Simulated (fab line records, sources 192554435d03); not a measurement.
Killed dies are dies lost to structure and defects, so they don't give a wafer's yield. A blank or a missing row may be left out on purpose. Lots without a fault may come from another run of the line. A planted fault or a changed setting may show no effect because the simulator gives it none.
fab line records | flow n5_finfet
record lots=6 wafers=18 last_day=20
route steps=1938 shown START@1 ZERO_LAYER@2 PASSIVATION@1936
lots that met no fault: from a run of the same line without faults
start_h: hours from the record's first day to the start of the lot's first wafer shown | wait_h: hours since the lot's step before | " the same as in the row above | L1.1+2: a row that stands for several wafers | - no value, or no start given | * or withheld: withheld | < > ~ a bound
route shown NAME@n: a module of which the file shows steps, and the number in the route of the first | usual: mean/standard deviation of fault-free wafers | same: alike in all rows | chamber/n: place in a boat | sites: the reading at each site | _std_site: their standard deviation | _edge_site: outer sites' mean less inner sites' | radius_mm: how far each site lies from the wafer's centre | mask NAME#n: copy n | behind: the tool/chamber that last shaped the wafer | hold: why the lot was held/for how many hours/how that ended | device: the transistor (n, p or np) that didn't switch | end of line: the same wafers' tests at the end of the route | a step without rows: its recipe alone | killed: dies lost to structure and defects at the first sort, not the wafer's yield | map: a wafer's dies, x killed, . not, _ none there
set.NAME: the setting as run; set.NAME@STEP: as run at that earlier step | model.NAME: the simulator's own value behind a step, which no gauge read
lots at some steps of the route; a table a step, a row a wafer
services: from which hour (start_h, from the record's first day; less than 0 if before it) a tool's chamber was out of use, for how many hours, and why
## steps
# step N5_START_INSPECT_01
# recipe inspect_instrument=unpatterned_scan mode=incoming
# usual raw_defect_count=5.6/2.3
# columns lot.wafer tool chamber start_h wait_h raw_defect_count
L367.1 defect_inspect-02 - 54.03 - 1
L367.3 " - " " 7
L367.4 " - " " 9
L371.1 defect_inspect-02 - 78.03 - 7
L371.5 " - " " 5
L371.6 " - " " 3
L373.2 defect_inspect-01 - 90.03 - 5
L373.3 " - " " 5
L373.5 " - " " 8
L378.3 defect_inspect-02 - 120.03 - 6
L378.4 " - " " 5
L378.5 " - " " 6
L380.4 defect_inspect-01 - 132.04 - 6
L380.5 " - " " 4
L380.6 " - " " 8
L382.1 defect_inspect-02 - 144.03 - 5
L382.4 " - " " 12
L382.5 " - " " 6
# step N5_ZERO_LAYER_PRECLEAN_00
# recipe chemistry=SPM time_s=600 temp_c=120 mix=4:1
# step N5_ZERO_LAYER_SRD_01
# recipe time_s=30 temp_c=23 rinse_liquid=diw dry=n2_spin spin_rpm=1500 dry_time_s=30
# step N5_ZERO_LAYER_PECVD_02
# recipe material=SiO2 target_thk_a=100 temp_c=400 precursor=SiH4/N2O pressure_torr=0.75 rf_w=275 time_s=6
# usual heater_power_w=772/82 showerhead_plenum_p_Torr=8.19/0.18
# columns lot.wafer tool chamber start_h wait_h heater_power_w showerhead_plenum_p_Torr since_wet_clean_h
L367.1 pecvd-02 0 54.28 0.0 739 7.93 1121
L367.3 " 2 " " 864 8.26 347
L367.4 " 1 " " 661 8.37 -
L371.1 pecvd-01 0 78.30 0.0 782 8.25 601
L371.5 " 1 " " 804 8.37 -
L371.6 " 0 " " 791 8.23 -
L373.2 pecvd-01 2 90.28 0.0 778 8.31 2063
L373.3 " 1 " " 945 8.39 1338
L373.5 " 1 " " 942 8.34 -
L378.3 pecvd-01 1 120.28 0.0 872 8.37 1368
L378.4 " 1 " " 862 8.35 -
L378.5 " 2 " " 766 8.32 -
L380.4 pecvd-01 0 132.31 0.1 843 8.24 -
L380.5 " 1 " " 838 8.37 -
L380.6 " 2 " " 731 8.30 -
L382.1 pecvd-01 0 144.47 0.0 843 8.24 667
L382.4 " 1 " " 895 8.37 -
L382.5 " 2 " " 678 8.31 -
# step N5_ZERO_LAYER_HMDS_04
# recipe time_s=60 temp_c=120
# step N5_ZERO_LAYER_COAT_05
# recipe spin_rpm=1500 resist_thk_nm=1000
# usual resist_line_temp_C=22.99/0.12 spin_speed_rpm=1499.9/1.1
# columns lot.wafer tool chamber start_h wait_h resist_line_temp_C spin_speed_rpm model.coat_of_ZERO_LAYER_COAT_05.thk_nm
L367.1 litho_track-02 0 54.36 - 22.95 1498.9 1004
L367.3 " 0 " " 23.11 1497.5 1004
L367.4 " 0 " " 23.06 1499.3 1003
L371.1 litho_track-02 0 78.40 - 22.92 1463.3 1007
L371.5 " 0 " " 22.70 1467.0 1012
L371.6 " 0 " " 22.83 1465.5 1012
L373.2 litho_track-02 0 90.36 - 22.95 1464.8 1016
L373.3 " 0 " " 22.67 1466.1 1016
L373.5 " 0 " " 22.84 1463.6 1011
L378.3 litho_track-04 0 120.36 - 23.04 1499.0 1003
L378.4 " 0 " " 22.94 1498.6 1005
L378.5 " 0 " " 23.03 1499.3 999.5
L380.4 litho_track-04 0 132.36 - 23.14 1499.9 1002
L380.5 " 0 " " 23.12 1499.3 1003
L380.6 " 0 " " 22.94 1500.2 1002
L382.1 litho_track-03 0 144.55 - 22.96 1501.0 1004
L382.4 " 0 " " 23.05 1501.4 997.9
L382.5 " 0 " " 23.00 1500.5 1002
# step N5_ZERO_LAYER_EBR_07
# recipe solvent=PGMEA ebr_width_mm=1.5
# step N5_ZERO_LAYER_SOFTBAKE_06
# recipe temp_c=100 time_s=90
# step N5_ZERO_LAYER_EXPOSE_08
# recipe mask_id=ZERO na=0.55 source_shape=conventional sigma_outer=0.8 polarization=unpolarized defocus_nm=0 target_cd_nm=2000 dose_mj=16.2
# step N5_ZERO_LAYER_PEB_09
# recipe peb_temp_c=withheld peb_time_s=*
# step N5_ZERO_LAYER_DEVELOP_10
# recipe develop_time_s=60 rinse_liquid=diw dry=air_spin dev_temp_c=21
# step N5_ZERO_LAYER_HARDBAKE_23
# recipe temp_c=130 time_s=120
# step N5_ZERO_LAYER_CD_MEAS_11
# recipe target_cd_nm=2000 landing_energy_ev=500 detector=se_inlens
# usual cd_nm=1999.7/1.5
# same landing_energy_ev=500
# columns lot.wafer tool chamber start_h wait_h cd_nm
L367.1 cd_sem-01 0 54.64 - 2001.4
L367.3 " 0 " " 2002.5
L367.4 " 0 " " 2001.0
L371.1 cd_sem-03 0 78.81 - 2000.4
L371.5 " 0 " " 2000.7
L371.6 " 0 " " 1999.7
L373.2 cd_sem-03 0 90.64 - 1999.8
L373.3 " 0 " " 1999.8
L373.5 " 0 " " 1999.5
L378.3 cd_sem-02 0 120.64 - 1999.3
L378.4 " 0 " " 2000.1
L378.5 " 0 " " 1999.7
L380.4 cd_sem-03 0 132.77 - 1998.8
L380.5 " 0 " " 1998.1
L380.6 " 0 " " 2000.3
L382.1 cd_sem-03 0 144.96 - 1999.7
L382.4 " 0 " " 2000.1
L382.5 " 0 " " 1999.5
# step N5_ZERO_LAYER_DESCUM_16
# recipe chemistry=O2 time_s=7.9 source_power_w=50 bias_power_w=20 pressure_mtorr=20 rf_frequency_hz=2.712e+07 temp_c=40 o2_flow_sccm=225
# usual bias_power_w=20.00/0.057 drypump_motor_current_A=5.7/0.44 oes_product_au=0.77/0.086 rf_vpp_V=243.0/1.4 showerhead_plenum_p_Torr=2.09/0.073 throttle_valve_pct=20.51/0.19
# columns lot.wafer tool chamber start_h wait_h bias_power_w drypump_motor_current_A oes_product_au rf_hours_counter_h rf_vpp_V showerhead_plenum_p_Torr throttle_valve_pct
L367.1 rie_diel-06 3 54.68 0.0 19.90 5.5 0.72 168 241.7 2.08 20.56
L367.3 " 1 " " 19.97 5.6 0.72 176 244.4 2.18 20.79
L367.4 " 0 " " 19.97 5.2 0.68 231 241.8 2.07 20.51
L371.1 rie_diel-02 0 78.94 0.1 19.93 5.6 0.67 246 242.8 2.07 20.72
L371.5 " 3 " " 20.01 5.8 0.82 - 243.2 2.03 20.69
L371.6 " 0 " " 19.98 5.6 0.67 - 242.6 2.07 20.71
L373.2 rie_diel-03 1 90.68 0.0 20.09 6.0 0.74 197 244.5 2.16 20.48
L373.3 " 0 " " 19.98 4.7 0.89 13 242.1 2.06 20.17
L373.5 " 3 " " 19.96 5.5 0.67 - 242.1 1.98 20.62
L378.3 rie_diel-03 0 120.68 0.0 19.88 4.8 0.88 24 242.5 2.05 20.19
L378.4 " 1 " " 20.04 6.0 0.73 - 245.1 2.16 20.48
L378.5 " 0 " " 19.91 4.8 0.87 - 242.8 2.05 20.18
L380.4 rie_diel-02 2 132.80 0.0 20.04 6.0 0.76 150 244.6 2.19 20.53
L380.5 " 0 " " 20.07 5.6 0.96 - 241.3 2.07 20.34
L380.6 " 3 " " 19.88 5.8 0.80 - 242.2 2.03 20.72
L382.1 rie_diel-02 3 145.00 0.0 20.02 5.8 0.80 80 241.6 2.03 20.72
L382.4 " 1 " " 20.01 6.3 0.93 14 244.4 2.14 20.18
L382.5 " 0 " " 19.97 5.6 0.95 - 241.9 2.07 20.35
# step N5_ZERO_LAYER_ETCH_17
# recipe chemistry=CF4 target=SiO2 target_depth_a=120 time_s=13.3 ion_energy_ev=350 pressure_mtorr=40 source_w=450 bias_w=215 Ar_flow_sccm=100 cf4_flow_sccm=100
# usual drypump_motor_current_A=5.7/0.44 oes_product_au=0.78/0.085 rf_vpp_V=948/4.4 showerhead_plenum_p_Torr=2.13/0.071 throttle_valve_pct=15.73/0.21
# columns lot.wafer tool chamber start_h wait_h drypump_motor_current_A oes_product_au rf_hours_counter_h rf_vpp_V showerhead_plenum_p_Torr throttle_valve_pct
L367.1 rie_diel-06 3 54.71 0.0 5.4 0.72 168 947 2.14 15.88
L367.3 " 1 " " 5.6 0.73 176 953 2.22 16.01
L367.4 " 0 " " 5.2 0.69 231 947 2.12 15.81
L371.1 rie_diel-02 0 78.97 0.0 5.6 0.68 246 947 2.11 15.87
L371.5 " 3 " " 5.8 0.84 - 946 2.09 15.92
L371.6 " 0 " " 5.6 0.68 - 948 2.11 15.88
L373.2 rie_diel-03 1 90.71 0.0 6.1 0.74 197 952 2.21 15.73
L373.3 " 0 " " 4.8 0.90 13 946 2.11 15.38
L373.5 " 3 " " 5.5 0.67 - 942 2.03 15.87
L378.3 rie_diel-03 0 120.71 0.0 4.8 0.87 24 945 2.11 15.41
L378.4 " 1 " " 6.0 0.74 - 954 2.21 15.74
L378.5 " 0 " " 4.8 0.87 - 946 2.11 15.40
L380.4 rie_diel-02 2 132.84 0.0 6.0 0.75 150 954 2.23 15.74
L380.5 " 0 " " 5.6 0.96 - 944 2.11 15.40
L380.6 " 3 " " 5.8 0.81 - 945 2.09 15.96
L382.1 rie_diel-02 3 145.03 0.0 5.8 0.81 80 944 2.08 15.96
L382.4 " 1 " " 6.3 0.92 14 951 2.19 15.33
L382.5 " 0 " " 5.6 0.96 - 947 2.10 15.41
# step N5_ZERO_LAYER_ETCH_18
# recipe chemistry=HBr/Cl2 target=Si target_depth_a=1200 time_s=40 pressure_mtorr=10 icp_w=800 bias_w=75 HBr_flow_sccm=150 Cl2_flow_sccm=80
# usual drypump_motor_current_A=6.0/0.33 oes_product_au=1.006/0.016 throttle_valve_pct=36.24/0.23
# columns lot.wafer tool chamber start_h wait_h drypump_motor_current_A oes_product_au rf_hours_counter_h throttle_valve_pct model.coat_of_ZERO_LAYER_COAT_05.thk_nm
L367.1 rie_si-04 0 54.79 0.0 5.9 0.978 6 36.22 933.4
L367.3 " 1 " " 6.3 0.997 95 36.01 933.8
L367.4 " 3 " " 5.9 0.993 23 36.36 933.3
L371.1 rie_si-04 1 79.05 0.1 6.3 1.003 95 36.01 936.8
L371.5 " 0 " " 5.8 0.985 - 36.23 941.8
L371.6 " 3 " " 5.9 0.987 - 36.36 942
L373.2 rie_si-02 2 90.79 0.0 6.0 0.993 6 36.47 945.3
L373.3 " 3 " " 5.8 1.004 5 36.63 946.2
L373.5 " 2 " " 6.0 0.986 - 36.49 940.1
L378.3 rie_si-02 1 120.79 0.0 5.9 0.987 5 36.08 933
L378.4 " 3 " " 5.8 1.003 6 36.63 935.1
L378.5 " 2 " " 6.0 0.990 - 36.49 929.3
L380.4 rie_si-04 3 132.91 0.0 5.9 0.991 24 36.39 932.3
L380.5 " 0 " " 5.8 0.985 - 36.22 932.5
L380.6 " 1 " " 6.3 1.002 - 36.00 932.2
L382.1 rie_si-05 2 145.11 0.0 6.5 1.019 13 36.48 933.9
L382.4 " 1 " " 5.5 1.021 61 35.92 929
L382.5 " 2 " " 6.5 1.017 - 36.45 932.2
# step N5_ZERO_LAYER_STRIP_24
# recipe chemistry=O2 power_w=1000 temp_c=250 overash_fraction=0.3 pressure_mtorr=1000 o2_flow_sccm=6750
# usual drypump_motor_current_A=5.75/0.1 heater_power_w=342/22 oes_product_au=0.647/0.0038 strip_time_to_endpoint_s=43.86/0.12
# columns lot.wafer tool chamber start_h wait_h drypump_motor_current_A heater_power_w oes_product_au rf_hours_counter_h strip_time_to_endpoint_s
L367.1 plasma_asher-01 0 54.89 0.1 5.67 360 0.642 31 43.95
L367.3 " 1 " " 5.73 337 0.654 - 43.94
L367.4 " 0 " " 5.65 362 0.651 - 43.92
L371.1 plasma_asher-01 0 79.16 0.1 5.68 365 0.645 36 44.06
L371.5 " 0 " " 5.66 350 0.656 - 44.20
L371.6 " 1 " " 5.73 355 0.648 - 44.19
L373.2 plasma_asher-01 1 90.89 0.1 5.77 354 0.646 38 44.29
L373.3 " 0 " " 5.63 368 0.645 - 44.32
L373.5 " 0 " " 5.68 360 0.651 - 44.13
L378.3 plasma_asher-02 1 120.91 0.1 5.71 308 0.648 - 43.91
L378.4 " 0 " " 5.96 362 0.643 - 44.00
L378.5 " 1 " " 5.72 308 0.648 - 43.80
L380.4 plasma_asher-02 1 133.04 0.1 5.73 308 0.651 - 43.90
L380.5 " 0 " " 5.94 358 0.649 - 43.93
L380.6 " 1 " " 5.72 289 0.651 - 43.90
L382.1 plasma_asher-02 1 145.21 0.1 5.73 303 0.652 105 43.96
L382.4 " 1 " " 5.72 296 0.641 - 43.80
L382.5 " 1 " " 5.73 299 0.652 - 43.90
# step N5_ZERO_LAYER_STRIP_19
# recipe chemistry=SPM time_s=900 temp_c=130 h2so4_h2o2_vol_ratio=4 dry=ipa_marangoni
# step N5_PASSIVATION_PROBE_49
# usual defect_limited_yield=91.6/1.6 killed_at_M0_to_M3=32/9.7 killed_at_M4_up=13/4.4 killed_at_contacts=12/6.5 killed_at_front_end=38/12 killed_at_other=3.7/3 killed_dies=99/18 killed_open=66/14 killed_short=32/7.5 sort_bin_5_function=4.9/1 sort_bin_6_memory=3.2/0.73 sort_n_pass=1081/18 sort_yield_pct=91.6/1.6
# same gross_dies=1180 killed_at_back_side=0 sort_bin_4_leakage[%]=0 sort_bin_8_speed[%]=0
# columns lot.wafer tool chamber start_h wait_h defect_limited_yield[%] killed_at_M0_to_M3 killed_at_M4_up killed_at_contacts killed_at_front_end killed_at_other killed_dies killed_open killed_short sort_bin_5_function[%] sort_bin_6_memory[%] sort_n_pass sort_yield_pct[%]
L367.1 prober-02 - 329.25 0.0 91.3 41 14 9 38 1 103 74 28 5.8 2.7 1077 91.3
L367.3 prober-02 - 329.35 0.1 89.4 38 14 24 46 3 125 88 34 6.4 3.8 1055 89.4
L367.4 prober-02 - 329.40 0.2 91.4 33 13 14 37 4 101 74 24 5.5 2.9 1079 91.4
L373.2 prober-01 - 418.75 0.1 93.8 18 12 8 30 5 73 43 30 3.6 2.2 1107 93.8
L373.3 prober-01 - 418.80 0.1 90.8 35 15 9 48 2 109 68 41 5.5 3.5 1071 90.8
L373.5 prober-01 - 418.90 0.2 91.7 22 6 9 58 3 98 56 42 5.1 3.0 1082 91.7
L380.4 prober-02 - 449.79 0.2 94.4 14 6 8 38 0 66 45 20 3.6 1.9 1114 94.4
L380.5 prober-02 - 449.84 0.2 92.8 19 9 20 35 2 85 55 28 4.2 2.6 1095 92.8
L380.6 prober-02 - 449.89 0.3 93.1 18 6 15 35 7 81 56 24 4.0 2.8 1099 93.1
L382.1 prober-01 - 471.96 0.0 91.9 39 11 5 37 4 96 61 34 4.3 3.4 1084 91.9
L382.4 prober-01 - 472.11 0.2 92.5 20 11 2 39 16 88 51 31 5.2 2.2 1092 92.5
L382.5 prober-01 - 472.16 0.2 92.2 37 13 5 31 6 92 55 35 5.1 2.5 1088 92.2
# killed by level:class
L367.1 STI_FIN_REVEAL:geometric_particle:open=10 BEOL_M0_SAQP:geometric_particle:open=10 BEOL_M1:geometric_particle:open=9 FIN_SAQP:geometric_particle:open=8 BEOL_M3:geometric_particle:open=8 GATE_CUT:geometric_particle:short=7 MOL_CONTACT_COAG:geometric_particle:open=7 BEOL_M0_SAQP:geometric_particle:short=6
L367.3 MOL_CONTACT_COAG:geometric_particle:open=22 STI_FIN_REVEAL:geometric_particle:open=11 BEOL_M1:geometric_particle:open=10 BEOL_M0_SAQP:geometric_particle:open=9 BEOL_M0_SAQP:geometric_particle:short=9 GATE_CUT:geometric_particle:short=7 FIN_SAQP:geometric_particle:open=6 STI_FIN_REVEAL:geometric_particle:short=5
L367.4 FIN_SAQP:geometric_particle:open=13 MOL_CONTACT_COAG:geometric_particle:open=10 BEOL_M1:geometric_particle:open=9 BEOL_M2:geometric_particle:open=8 BEOL_M0_SAQP:geometric_particle:open=7 FIN_SAQP:geometric_particle:short=6 BEOL_M4:geometric_particle:open=6 BEOL_M0_SAQP:geometric_particle:short=4
L373.2 GATE_CUT:geometric_particle:short=7 FIN_SAQP:geometric_particle:short=6 FIN_SAQP:geometric_particle:open=6 MOL_CONTACT_COAG:geometric_particle:open=5 BEOL_M2:geometric_particle:open=5 STI_FIN_REVEAL:geometric_particle:open=4 BEOL_M3:geometric_particle:open=4 BEOL_M5:geometric_particle:open=4
L373.3 BEOL_M2:geometric_particle:open=14 GATE_CUT:geometric_particle:short=12 FIN_SAQP:geometric_particle:short=10 STI_FIN_REVEAL:geometric_particle:open=10 MOL_CONTACT_COAG:geometric_particle:open=8 BEOL_M0_SAQP:geometric_particle:open=8 BEOL_M3:geometric_particle:open=6 FIN_SAQP:geometric_particle:open=5
L373.5 FIN_SAQP:geometric_particle:short=10 STI_FIN_REVEAL:geometric_particle:open=10 FIN_SAQP:geometric_particle:open=8 GATE_CUT:geometric_particle:short=8 BEOL_M2:geometric_particle:open=7 MOL_CONTACT_COAG:geometric_particle:open=6 STI_FIN_REVEAL:geometric_particle:short=5 DUMMY_GATE:geometric_particle:open=4
L380.4 FIN_SAQP:geometric_particle:open=8 MOL_CONTACT_COAG:geometric_particle:open=8 GATE_CUT:geometric_particle:short=6 DUMMY_GATE:geometric_particle:open=5 FIN_SAQP:geometric_particle:short=4 STI_FIN_REVEAL:geometric_particle:open=4 GATE_CUT:geometric_particle:open=4 BEOL_M0_SAQP:geometric_particle:short=4
L380.5 MOL_CONTACT_COAG:geometric_particle:open=17 DUMMY_GATE:geometric_particle:open=8 FIN_SAQP:geometric_particle:open=7 FIN_SAQP:geometric_particle:short=6 GATE_CUT:geometric_particle:short=4 BEOL_M0_SAQP:geometric_particle:open=4 MOL_CONTACT_COAG:geometric_particle:short=3 GATE_CUT:geometric_particle:open=3
L380.6 MOL_CONTACT_COAG:geometric_particle:open=14 STI_FIN_REVEAL:geometric_particle:open=6 BEOL_M2:geometric_particle:open=6 FIN_SAQP:geometric_particle:short=5 BEOL_M1:geometric_particle:open=5 BEOL_M0:geometric_particle:open=4 DUMMY_GATE:geometric_particle:open=4 GATE_CUT:geometric_particle:short=4
L382.1 BEOL_M3:geometric_particle:open=11 FIN_SAQP:geometric_particle:short=10 STI_FIN_REVEAL:geometric_particle:open=7 BEOL_M0_SAQP:geometric_particle:short=6 BEOL_M2:geometric_particle:open=6 FIN_SAQP:geometric_particle:open=4 BEOL_M1:geometric_particle:open=4 BEOL_M1:geometric_particle:short=4
L382.4 FIN_SAQP:geometric_particle:open=8 BEOL_M3:geometric_particle:open=7 STI_FIN_REVEAL:geometric_particle:open=5 DUMMY_GATE:geometric_particle:open=5 PASS1_CAP:geometric_particle:open=5 FIN_SAQP:geometric_particle:short=4 BEOL_M1:geometric_particle:open=4 BEOL_M4:geometric_particle:open=4
L382.5 BEOL_M2:geometric_particle:open=12 FIN_SAQP:geometric_particle:open=7 BEOL_M3:geometric_particle:open=7 STI_FIN_REVEAL:geometric_particle:open=7 BEOL_M4:geometric_particle:open=6 BEOL_M1:geometric_particle:short=5 FIN_SAQP:geometric_particle:short=4 GATE_CUT:geometric_particle:short=4
## services
# columns tool chamber start_h hours kind
rie_diel-03 0 30.72 - clean
rie_diel-03 0 30.72 - consumable_replace:focus_ring
rie_diel-03 0 30.72 21.0 scheduled_down
rie_diel-03 0 30.72 21.0 vent_cycle
pecvd-01 - 42.77 2.8 pm
pecvd-01 2 49.34 5.5 scheduled_down
rie_si-02 3 57.00 9.9 repair
pecvd-02 - 57.39 1.4 repair
pecvd-01 2 58.12 2.1 scheduled_down
pecvd-01 2 75.79 5.0 scheduled_down
rie_diel-02 1 86.29 - clean
rie_diel-02 1 86.29 - consumable_replace:focus_ring
rie_diel-02 1 86.29 15.5 scheduled_down
rie_diel-02 1 86.29 15.5 vent_cycle
rie_diel-03 1 92.93 14.9 repair
rie_diel-02 0 102.04 - clean
rie_diel-02 0 102.04 - consumable_replace:focus_ring
rie_diel-02 0 102.04 16.1 scheduled_down
rie_diel-02 0 102.04 16.1 vent_cycle
plasma_asher-01 - 117.89 8.2 repair
rie_diel-06 2 125.76 11.1 repair
pecvd-02 - 139.06 14.6 pm
rie_si-02 - 142.08 2.8 pm
rie_diel-03 1 145.19 1.6 repair
## key
first_sign step=N5_ZERO_LAYER_COAT_05 reading=spin_speed_rpm direction=down sigmas=31 usual=* struck=*
effect step=N5_ZERO_LAYER_STRIP_24 reading=strip_time_to_endpoint_s direction=up sigmas=2.8 usual=* struck=*
model_effect step=N5_ZERO_LAYER_COAT_05 value=coat_of_ZERO_LAYER_COAT_05.thk_nm without=1001 struck=1012
model_effect step=N5_ZERO_LAYER_ETCH_18 value=coat_of_ZERO_LAYER_COAT_05.thk_nm without=930.3 struck=942
met_at N5_ZERO_LAYER_COAT_05
struck_wafers L371.1,L371.5,L371.6,L373.2,L373.3,L373.5
rows_end L371.1,L371.5,L371.6
onset_between 54.36 78.40
fault kind=process_parameter_drift tool=litho_track-02 chamber=- onset_h=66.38 steps=N5_ZERO_LAYER_COAT_05 channel=spin_rpm offset=* shape=step acts_in=* stated=*
# rows_end: these wafers met a further fault down the route, and their rows from its step on are left out
